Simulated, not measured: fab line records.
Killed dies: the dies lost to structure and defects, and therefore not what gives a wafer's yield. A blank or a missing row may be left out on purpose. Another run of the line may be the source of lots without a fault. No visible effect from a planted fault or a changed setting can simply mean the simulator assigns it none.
fab line records	flow nand-harc
[record] lots = 24	wafers = 72	last-day = 34
route steps=1302 shown P_GATE@189 P_CONTACT@233 P_M0@263 P_M1@295
lots with no fault: from the same line, run without faults
start-h: hours from the record's first day to the start of the lot's first wafer shown	wait-h: hours since the lot's step before	" unchanged from the row above	L1.1+2: a single row standing in for several wafers	- either no value or no given start	* or withheld: withheld	< > ~ a bound
route shown NAME@n: a module of which the file shows steps, and the number in the route of the first	usual: mean/standard deviation taken from wafers without a fault	same: alike in all rows	chamber/n: place in a boat	sites: the reading at each site	_std_site: standard deviation of those values	_edge_site: inner sites' mean taken away from outer sites' mean	radius-mm: how far each site lies from the wafer's centre	mask NAME#n: copy n	behind: the tool/chamber that last shaped the wafer	hold: what put the lot on hold/how long, in hours/how the hold closed	device: the n, p or np transistor that did not switch	end of line: the same wafers' tests at the end of the route	step lacking rows: just its recipe	killed: at the first sort, the dies lost to defects and structure; wafer yield is something else	map: a wafer's dies, x killed, . not, _ none there
set.NAME: setting as actually run; set.NAME@STEP: the setting as run at that earlier step	model.NAME: the simulator's own value behind a step, which no gauge read
steps of the route over a sample of lots; a table a step, a row a wafer
services: from which hour (start-h, from the record's first day; less than 0 if before it) a tool's chamber was out of use, for how many hours, and why
[[steps]]
[step NHARC_P_GATE_STRIP_112]
[recipe] power-w = 1500	temp-c = 110	time-s = 200	chemistry = N2/H2
[usual] drypump-motor-current-A = 5.5/0.37	heater-power-w = 90/14	rf-refl-power-W = 25/8.8
lot.wafer	tool	chamber	start-h	wait-h	drypump-motor-current-A	heater-power-w	rf-hours-counter-h	rf-refl-power-W
L074.2	plasma-asher-02	0	116.25	0.2	5.2	112	16	37
L074.1	"	1	"	"	6.0	87	16	15
L074.3	"	0	"	"	5.3	110	-	37
L075.1	plasma-asher-02	0	133.98	11.8	5.3	105	18	37
L075.2	"	1	"	"	6.0	87	18	14
L075.4	"	0	"	"	5.3	107	-	36
L076.3	plasma-asher-02	0	135.99	0.2	5.3	111	-	36
L076.5	"	0	"	"	5.3	110	-	36
L076.6	"	1	"	"	6.0	85	-	13
L077.2	plasma-asher-01	0	141.81	0.2	5.2	75	11	24
L077.1	"	1	"	"	5.6	75	11	24
L077.3	"	0	"	"	5.1	76	-	23
L078.1	plasma-asher-02	1	148.46	0.2	6.1	89	25	14
L078.4	"	0	"	"	5.3	110	-	36
L078.5	"	0	"	"	5.2	108	-	36
L079.4	plasma-asher-02	0	161.32	0.2	5.2	111	-	37
L079.5	"	0	"	"	5.2	109	-	37
L079.6	"	1	"	"	6.1	86	-	13
L080.1	plasma-asher-01	1	170.13	0.2	5.6	77	19	23
L080.2	"	0	"	"	5.1	75	19	25
L080.4	"	1	"	"	5.6	76	-	24
L081.2	plasma-asher-02	1	186.54	0.2	6.0	87	34	13
L081.3	"	0	"	"	5.2	108	-	37
L081.6	"	0	"	"	5.3	106	-	36
L082.2	plasma-asher-01	1	186.75	0.2	5.6	78	1	25
L082.5	"	1	"	"	5.6	78	-	23
L082.6	"	0	"	"	5.1	79	-	23
L083.2	plasma-asher-02	1	212.36	0.2	6.1	85	38	14
L083.4	"	0	"	"	5.3	109	-	38
L083.5	"	1	"	"	6.1	86	-	13
L084.2	plasma-asher-01	1	212.64	0.2	5.6	76	5	23
L084.4	"	0	"	"	5.1	80	-	25
L084.6	"	0	"	"	5.1	82	-	25
L085.2	plasma-asher-02	1	221.11	0.2	6.1	84	41	14
L085.3	"	0	"	"	5.3	107	-	37
L085.4	"	1	"	"	6.1	84	-	14
L086.2	plasma-asher-01	1	235.74	0.2	5.6	77	10	23
L086.3	"	0	"	"	5.1	81	-	24
L086.5	"	1	"	"	5.7	78	-	23
L087.2	plasma-asher-02	1	236.07	0.2	6.0	86	44	14
L087.4	"	0	"	"	5.2	108	-	37
L087.3	"	1	"	"	6.0	85	-	15
L088.2	plasma-asher-01	1	259.57	0.2	5.7	77	15	23
L088.3	"	0	"	"	5.2	79	-	24
L088.6	"	0	"	"	5.1	80	-	23
L089.1	plasma-asher-02	0	261.40	0.2	5.2	117	1	37
L089.2	"	1	"	"	6.0	87	1	14
L089.4	"	1	"	"	6.1	86	-	13
L090.2	plasma-asher-02	0	278.13	0.2	5.2	117	5	36
L090.3	"	1	"	"	6.1	85	-	13
L090.6	"	0	"	"	5.2	116	-	36
L091.1	plasma-asher-02	0	282.67	0.2	5.3	117	7	36
L091.3	"	0	"	"	5.2	114	-	38
L091.4	"	1	"	"	6.0	85	-	15
L092.1	plasma-asher-01	1	290.52	0.2	5.7	76	21	24
L092.5	"	1	"	"	5.6	78	-	23
L092.6	"	0	"	"	5.2	78	-	25
L093.1	plasma-asher-02	1	308.44	0.2	6.0	89	10	15
L093.3	"	1	"	"	6.0	86	-	14
L093.5	"	0	"	"	5.2	120	-	37
L094.3	plasma-asher-01	1	316.22	0.2	5.7	78	-	22
L094.4	"	0	"	"	5.1	78	-	24
L094.5	"	0	"	"	5.1	78	-	24
L096.3	plasma-asher-02	0	330.29	0.2	5.3	118	-	37
L096.4	"	1	"	"	6.0	86	-	14
L096.5	"	1	"	"	6.0	87	-	14
L095.1	plasma-asher-01	1	330.91	0.2	5.7	76	28	23
L095.4	"	0	"	"	5.1	78	-	24
L095.5	"	0	"	"	5.1	80	-	24
L097.1	plasma-asher-01	1	340.15	0.2	5.7	77	31	20
L097.4	"	0	"	"	5.1	81	-	24
L097.5	"	0	"	"	5.1	78	-	24
[step NHARC_P_CONTACT_OVL_MEAS_13]
[usual] overlay-x-nm = -0.3/0.78	overlay-y-nm = 0.0/0.78
lot.wafer	tool	chamber	start-h	wait-h	overlay-x-nm	overlay-y-nm
L074.1	overlay-02	-	122.30	-	-0.6	-0.1
L074.2	"	-	"	"	-0.6	0.2
L074.3	"	-	"	"	-0.3	0.0
L075.1	overlay-02	-	140.03	-	-0.5	0.4
L075.2	"	-	"	"	-1.5	0.1
L075.4	"	-	"	"	-0.8	0.4
L076.3	overlay-02	-	141.83	-	-0.2	0.0
L076.5	"	-	"	"	-1.0	-0.5
L076.6	"	-	"	"	-1.0	0.4
L077.1	overlay-01	-	147.56	-	-0.7	-1.0
L077.2	"	-	"	"	-0.8	-0.5
L077.3	"	-	"	"	-1.3	-0.9
L078.1	overlay-02	-	154.42	-	0.6	-1.3
L078.4	"	-	"	"	0.8	-0.8
L078.5	"	-	"	"	0.6	-0.8
L079.4	overlay-02	-	167.08	-	0.9	-0.9
L079.5	"	-	"	"	0.9	-1.2
L079.6	"	-	"	"	0.4	-0.8
L080.1	overlay-02	-	176.23	-	0.5	0.4
L080.2	"	-	"	"	1.2	0.3
L080.4	"	-	"	"	0.5	-0.2
L081.2	overlay-01	-	192.75	-	-0.6	-0.1
L081.3	"	-	"	"	-1.0	-0.3
L081.6	"	-	"	"	-0.6	-0.1
L082.2	overlay-02	-	192.92	-	-1.6	0.2
L082.5	"	-	"	"	-1.2	0.3
L082.6	"	-	"	"	-1.4	0.3
L083.2	overlay-01	-	218.30	-	-0.3	-0.7
L083.4	"	-	"	"	-1.3	-0.8
L083.5	"	-	"	"	-1.3	-0.7
L084.2	overlay-01	-	220.57	-	0.3	0.7
L084.4	"	-	"	"	-0.1	0.9
L084.6	"	-	"	"	0.1	0.9
L085.2	overlay-01	-	227.26	-	-0.7	-0.1
L085.3	"	-	"	"	-0.5	-0.2
L085.4	"	-	"	"	-1.0	-0.1
L086.2	overlay-01	-	241.77	-	-1.0	-1.5
L086.3	"	-	"	"	-1.1	-1.1
L086.5	"	-	"	"	0.0	-1.7
L087.2	overlay-02	-	242.06	-	-1.1	1.5
L087.3	"	-	"	"	-1.6	1.0
L087.4	"	-	"	"	-0.8	1.0
L088.2	overlay-02	-	265.44	-	-0.2	1.3
L088.3	"	-	"	"	-0.1	2.1
L088.6	"	-	"	"	-0.2	1.9
L089.1	overlay-02	-	267.35	-	-0.6	0.4
L089.2	"	-	"	"	0.0	0.5
L089.4	"	-	"	"	-0.2	0.3
L090.2	overlay-02	-	284.07	-	1.0	-0.3
L090.3	"	-	"	"	1.8	-0.2
L090.6	"	-	"	"	1.7	-0.2
L091.1	overlay-01	-	288.39	-	0.3	-0.1
L091.3	"	-	"	"	0.0	-0.5
L091.4	"	-	"	"	0.7	0.1
L092.1	overlay-02	-	296.40	-	-0.6	1.1
L092.5	"	-	"	"	-0.2	0.5
L092.6	"	-	"	"	0.0	0.9
L093.1	overlay-01	-	314.26	-	0.6	-0.3
L093.3	"	-	"	"	0.2	0.1
L093.5	"	-	"	"	0.1	-0.2
L094.3	overlay-01	-	322.21	-	-1.2	-1.1
L094.4	"	-	"	"	-1.0	-1.0
L094.5	"	-	"	"	-0.3	-1.3
L096.3	overlay-02	-	335.90	-	-1.3	0.0
L096.4	"	-	"	"	-0.9	0.1
L096.5	"	-	"	"	-1.2	-0.3
L095.1	overlay-02	-	336.79	-	0.0	0.1
L095.4	"	-	"	"	0.0	-0.1
L095.5	"	-	"	"	0.2	0.1
L097.1	overlay-01	-	346.07	-	-1.3	0.9
L097.4	"	-	"	"	-1.1	1.5
L097.5	"	-	"	"	-1.1	1.3
[step NHARC_P_M0_CD_MEAS_09]
[recipe] target-cd-nm = 90	landing-energy-ev = 500
[usual] cd-nm = 90.2/0.48
lot.wafer	tool	chamber	start-h	wait-h	cd-nm
L074.1	cd-sem-03	0	126.37	-	90.0
L074.2	"	0	"	"	90.0
L074.3	"	0	"	"	89.8
L075.1	cd-sem-03	0	144.10	-	90.1
L075.2	"	0	"	"	90.0
L075.4	"	0	"	"	89.6
L076.3	cd-sem-02	0	145.91	-	90.7
L076.5	"	0	"	"	90.2
L076.6	"	0	"	"	90.5
L077.1	cd-sem-03	0	151.66	-	90.7
L077.2	"	0	"	"	90.8
L077.3	"	0	"	"	90.3
L078.1	cd-sem-01	0	158.40	-	90.5
L078.4	"	0	"	"	91.1
L078.5	"	0	"	"	90.7
L079.4	cd-sem-02	0	171.07	-	90.3
L079.5	"	0	"	"	90.0
L079.6	"	0	"	"	89.8
L080.1	cd-sem-03	0	180.33	-	89.7
L080.2	"	0	"	"	90.2
L080.4	"	0	"	"	89.9
L081.2	cd-sem-03	0	197.29	-	89.9
L081.3	"	0	"	"	90.3
L081.6	"	0	"	"	90.0
L082.2	cd-sem-02	0	197.99	-	89.8
L082.5	"	0	"	"	89.4
L082.6	"	0	"	"	90.1
L083.2	cd-sem-01	0	222.42	-	90.2
L083.4	"	0	"	"	90.9
L083.5	"	0	"	"	90.5
L084.2	cd-sem-03	0	224.83	-	90.1
L084.4	"	0	"	"	90.7
L084.6	"	0	"	"	90.5
L085.2	cd-sem-01	0	231.40	-	89.6
L085.3	"	0	"	"	90.8
L085.4	"	0	"	"	90.5
L086.2	cd-sem-01	0	245.85	-	90.3
L086.3	"	0	"	"	90.6
L086.5	"	0	"	"	90.1
L087.2	cd-sem-01	0	246.36	-	89.8
L087.3	"	0	"	"	89.5
L087.4	"	0	"	"	89.6
L088.2	cd-sem-01	0	269.67	-	89.6
L088.3	"	0	"	"	89.4
L088.6	"	0	"	"	89.8
L089.1	cd-sem-01	0	271.48	-	91.0
L089.2	"	0	"	"	90.1
L089.4	"	0	"	"	90.3
L090.2	cd-sem-03	0	288.70	-	90.3
L090.3	"	0	"	"	91.1
L090.6	"	0	"	"	90.3
L091.1	cd-sem-02	0	292.87	-	89.9
L091.3	"	0	"	"	90.0
L091.4	"	0	"	"	91.2
L092.1	cd-sem-03	0	300.44	-	90.4
L092.5	"	0	"	"	90.0
L092.6	"	0	"	"	89.1
L093.1	cd-sem-01	0	318.37	-	90.3
L093.3	"	0	"	"	89.7
L093.5	"	0	"	"	89.9
L094.3	cd-sem-03	0	326.29	-	90.2
L094.4	"	0	"	"	90.3
L094.5	"	0	"	"	89.7
L096.3	cd-sem-02	0	339.90	-	89.7
L096.4	"	0	"	"	89.7
L096.5	"	0	"	"	89.6
L095.1	cd-sem-03	0	340.88	-	90.1
L095.4	"	0	"	"	90.5
L095.5	"	0	"	"	90.2
L097.1	cd-sem-03	0	350.06	-	89.5
L097.4	"	0	"	"	90.3
L097.5	"	0	"	"	90.3
[step NHARC_P_M0_PRE_CLEAN_31]
[recipe] time-s = 12	temp-c = 370	rf-power-w = 300	gas = NH3
[usual] heater-power-outer-w = 382/45	heater-power-w = 664/82
lot.wafer	tool	chamber	start-h	wait-h	heater-power-outer-w	heater-power-w
L074.1	pecvd-02	1	129.12	0.1	409	739
L074.3	"	2	"	"	302	487
L074.2	"	0	"	"	470	754
L075.1	pecvd-04	0	146.85	0.1	375	606
L075.2	"	1	"	"	320	569
L075.4	"	0	"	"	368	623
L076.3	pecvd-01	1	148.65	0.1	349	600
L076.6	"	0	"	"	381	673
L076.5	"	1	"	"	361	595
L077.1	pecvd-04	1	154.61	0.1	386	679
L077.2	"	2	"	"	394	683
L077.3	"	0	"	"	312	547
L078.1	pecvd-02	0	161.15	0.1	457	755
L078.4	"	0	"	"	447	746
L078.5	"	2	"	"	334	522
L079.4	pecvd-04	2	173.82	0.1	347	626
L079.5	"	0	"	"	333	600
L079.6	"	1	"	"	410	691
L080.1	pecvd-02	1	183.10	0.1	388	704
L080.2	"	2	"	"	348	540
L080.4	"	0	"	"	472	754
L081.2	pecvd-01	1	200.02	0.1	397	651
L081.3	"	0	"	"	364	660
L081.6	"	2	"	"	389	701
L082.2	pecvd-04	1	200.74	0.1	371	634
L082.5	"	0	"	"	351	621
L082.6	"	1	"	"	377	639
L083.2	pecvd-01	2	225.16	0.1	421	749
L083.5	"	2	"	"	420	766
L083.4	"	0	"	"	336	636
L084.2	pecvd-01	1	227.55	0.1	405	689
L084.6	"	1	"	"	408	691
L084.4	"	0	"	"	314	624
L085.3	pecvd-04	1	234.37	0.1	417	683
L085.2	"	0	"	"	368	612
L085.4	"	1	"	"	401	681
L086.3	pecvd-02	1	248.58	0.1	390	729
L086.2	"	2	"	"	333	524
L086.5	"	0	"	"	433	735
L087.2	pecvd-02	1	249.10	0.1	447	790
L087.3	"	2	"	"	314	495
L087.4	"	1	"	"	440	789
L088.2	pecvd-01	2	272.43	0.1	389	722
L088.3	"	1	"	"	389	652
L088.6	"	1	"	"	384	639
L089.2	pecvd-01	0	274.20	0.1	329	621
L089.1	"	2	"	"	399	734
L089.4	"	0	"	"	339	627
L090.3	pecvd-01	1	291.45	0.1	392	660
L090.2	"	2	"	"	344	641
L090.6	"	2	"	"	347	629
L091.1	pecvd-02	2	295.70	0.1	304	498
L091.3	"	1	"	"	406	759
L091.4	"	1	"	"	404	763
L092.1	pecvd-02	2	303.19	0.1	334	540
L092.5	"	1	"	"	413	738
L092.6	"	2	"	"	343	527
L093.3	pecvd-04	1	321.19	0.1	428	718
L093.1	"	0	"	"	338	612
L093.5	"	0	"	"	350	588
L094.3	pecvd-01	1	329.14	0.1	387	657
L094.5	"	0	"	"	322	603
L094.4	"	1	"	"	383	651
L096.3	pecvd-02	0	342.89	0.1	447	768
L096.4	"	2	"	"	314	504
L096.5	"	0	"	"	449	770
L095.1	pecvd-04	0	343.63	0.1	370	631
L095.4	"	1	"	"	389	716
L095.5	"	2	"	"	365	654
L097.1	pecvd-02	2	353.48	0.1	300	476
L097.5	"	2	"	"	301	489
L097.4	"	0	"	"	441	779
[step NHARC_P_M1_CD_MEAS_09]
[recipe] target-cd-nm = 130	landing-energy-ev = 500
[usual] cd-nm = 130.2/0.57
lot.wafer	tool	chamber	start-h	wait-h	cd-nm
L074.1	cd-sem-01	0	130.46	-	129.5
L074.2	"	0	"	"	129.4
L074.3	"	0	"	"	129.4
L075.1	cd-sem-01	0	148.14	-	129.0
L075.2	"	0	"	"	129.7
L075.4	"	0	"	"	129.9
L076.3	cd-sem-03	0	149.84	-	129.8
L076.5	"	0	"	"	130.4
L076.6	"	0	"	"	130.3
L077.1	cd-sem-02	0	155.94	-	129.8
L077.2	"	0	"	"	130.4
L077.3	"	0	"	"	130.4
L078.1	cd-sem-03	0	162.47	-	130.3
L078.4	"	0	"	"	130.8
L078.5	"	0	"	"	129.4
L079.4	cd-sem-01	0	175.11	-	129.9
L079.5	"	0	"	"	130.0
L079.6	"	0	"	"	129.7
L080.1	cd-sem-03	0	184.30	-	129.6
L080.2	"	0	"	"	130.5
L080.4	"	0	"	"	130.2
L081.2	cd-sem-02	0	201.35	-	129.8
L081.3	"	0	"	"	129.7
L081.6	"	0	"	"	129.1
L082.2	cd-sem-01	0	202.04	-	130.6
L082.5	"	0	"	"	130.9
L082.6	"	0	"	"	131.4
L083.2	cd-sem-02	0	226.50	-	130.2
L083.4	"	0	"	"	130.1
L083.5	"	0	"	"	130.6
L084.2	cd-sem-01	0	228.94	-	130.7
L084.4	"	0	"	"	131.2
L084.6	"	0	"	"	130.9
L085.2	cd-sem-03	0	235.70	-	130.7
L085.3	"	0	"	"	130.5
L085.4	"	0	"	"	131.0
L086.2	cd-sem-02	0	249.91	-	129.9
L086.3	"	0	"	"	130.5
L086.5	"	0	"	"	130.1
L087.2	cd-sem-02	0	250.40	-	130.3
L087.3	"	0	"	"	130.0
L087.4	"	0	"	"	130.5
L088.2	cd-sem-02	0	273.76	-	131.0
L088.3	"	0	"	"	131.0
L088.6	"	0	"	"	131.0
L089.1	cd-sem-03	0	275.50	-	128.7
L089.2	"	0	"	"	128.9
L089.4	"	0	"	"	129.6
L090.2	cd-sem-01	0	292.77	-	130.6
L090.3	"	0	"	"	130.9
L090.6	"	0	"	"	129.9
L091.1	cd-sem-03	0	297.01	-	130.5
L091.3	"	0	"	"	130.1
L091.4	"	0	"	"	130.4
L092.1	cd-sem-03	0	304.49	-	130.2
L092.5	"	0	"	"	129.7
L092.6	"	0	"	"	130.2
L093.1	cd-sem-03	0	322.51	-	130.0
L093.3	"	0	"	"	129.8
L093.5	"	0	"	"	129.7
L094.3	cd-sem-01	0	330.43	-	130.3
L094.4	"	0	"	"	130.3
L094.5	"	0	"	"	130.3
L096.3	cd-sem-02	0	344.20	-	130.4
L096.4	"	0	"	"	130.6
L096.5	"	0	"	"	130.2
L095.1	cd-sem-02	0	344.97	-	130.3
L095.4	"	0	"	"	129.9
L095.5	"	0	"	"	129.6
L097.1	cd-sem-01	0	354.76	-	129.2
L097.4	"	0	"	"	129.8
L097.5	"	0	"	"	129.7
[step NHARC_P_M1_ANNEAL_31]
[recipe] temp-c = 225	time-s = 90
[usual] wafer_temp_C_max = 225.9/0.3
lot.wafer	tool	chamber	start-h	wait-h	wafer_temp_C_max
L074.1	rtp-anneal-02	0	132.40	-	226.1
L074.2	"	0	"	"	225.9
L074.3	"	0	"	"	225.8
L075.1	rtp-anneal-02	0	150.15	0.3	225.5
L075.2	"	0	"	"	225.2
L075.4	"	0	"	"	225.7
L076.3	rtp-anneal-02	0	151.98	0.3	225.6
L076.5	"	0	"	"	226.1
L076.6	"	0	"	"	225.9
L077.1	rtp-anneal-02	0	157.88	0.3	225.4
L077.2	"	0	"	"	225.2
L077.3	"	0	"	"	225.6
L078.1	rtp-anneal-01	0	164.40	-	225.9
L078.4	"	0	"	"	226.0
L078.5	"	0	"	"	226.1
L079.4	rtp-anneal-01	0	177.20	-	225.7
L079.5	"	0	"	"	226.1
L079.6	"	0	"	"	226.2
L080.1	rtp-anneal-02	0	186.23	-	226.0
L080.2	"	0	"	"	225.7
L080.4	"	0	"	"	225.9
L081.2	rtp-anneal-02	0	203.35	-	225.6
L081.3	"	0	"	"	225.6
L081.6	"	0	"	"	225.3
L082.2	rtp-anneal-01	0	204.04	0.4	225.8
L082.5	"	0	"	"	226.0
L082.6	"	0	"	"	226.1
L083.2	rtp-anneal-01	0	228.52	-	225.9
L083.4	"	0	"	"	225.8
L083.5	"	0	"	"	226.1
L084.2	rtp-anneal-02	0	231.09	-	225.9
L084.4	"	0	"	"	226.1
L084.6	"	0	"	"	226.0
L085.2	rtp-anneal-02	0	237.85	-	225.7
L085.3	"	0	"	"	225.7
L085.4	"	0	"	"	225.5
L086.2	rtp-anneal-01	0	251.92	0.4	226.4
L086.3	"	0	"	"	225.7
L086.5	"	0	"	"	225.8
L087.2	rtp-anneal-01	0	252.53	0.4	226.5
L087.3	"	0	"	"	226.5
L087.4	"	0	"	"	226.5
L088.2	rtp-anneal-01	0	275.76	-	226.3
L088.3	"	0	"	"	226.4
L088.6	"	0	"	"	225.8
L089.1	rtp-anneal-01	0	277.44	-	225.7
L089.2	"	0	"	"	226.5
L089.4	"	0	"	"	225.6
L090.2	rtp-anneal-01	0	295.17	0.3	226.0
L090.3	"	0	"	"	226.2
L090.6	"	0	"	"	226.2
L091.1	rtp-anneal-02	0	298.97	-	225.5
L091.3	"	0	"	"	225.7
L091.4	"	0	"	"	225.8
L092.1	rtp-anneal-01	0	306.43	0.3	226.3
L092.5	"	0	"	"	226.3
L092.6	"	0	"	"	226.3
L093.1	rtp-anneal-01	0	324.45	0.3	226.1
L093.3	"	0	"	"	225.7
L093.5	"	0	"	"	225.9
L094.3	rtp-anneal-01	0	332.47	-	226.4
L094.4	"	0	"	"	226.0
L094.5	"	0	"	"	225.9
L096.3	rtp-anneal-01	0	346.30	-	225.8
L096.4	"	0	"	"	225.7
L096.5	"	0	"	"	225.9
L095.1	rtp-anneal-01	0	346.92	-	225.7
L095.4	"	0	"	"	226.3
L095.5	"	0	"	"	225.7
L097.1	rtp-anneal-02	0	356.85	-	225.9
L097.4	"	0	"	"	225.7
L097.5	"	0	"	"	225.8
[[services]]
tool	chamber	start-h	hours	kind
plasma-asher-02	-	121.26	12.7	repair
pecvd-01	-	130.00	13.0	pm
pecvd-04	-	168.95	0.6	repair
plasma-asher-01	-	170.55	9.0	pm
plasma-asher-01	0	170.55	9.0	vent-cycle
pecvd-02	2	185.88	12.9	repair
pecvd-01	-	215.37	0.9	repair
pecvd-02	2	222.39	4.6	repair
pecvd-02	-	227.16	13.0	pm
pecvd-01	2	245.11	23.0	repair
plasma-asher-02	-	249.23	9.0	pm
plasma-asher-02	0	249.23	9.0	vent-cycle
plasma-asher-02	1	249.23	9.0	vent-cycle
pecvd-04	-	254.61	0.5	repair
plasma-asher-02	0	258.23	-	clean
plasma-asher-02	1	258.23	-	clean
pecvd-04	2	260.98	13.0	repair
pecvd-04	-	269.11	13.0	pm
plasma-asher-01	-	281.59	2.3	repair
pecvd-01	-	311.00	13.0	pm
plasma-asher-01	-	325.18	1.6	repair
pecvd-02	-	341.51	0.5	repair
plasma-asher-01	-	347.55	9.0	pm
plasma-asher-02	-	353.85	3.5	repair
[[key]]
fault none
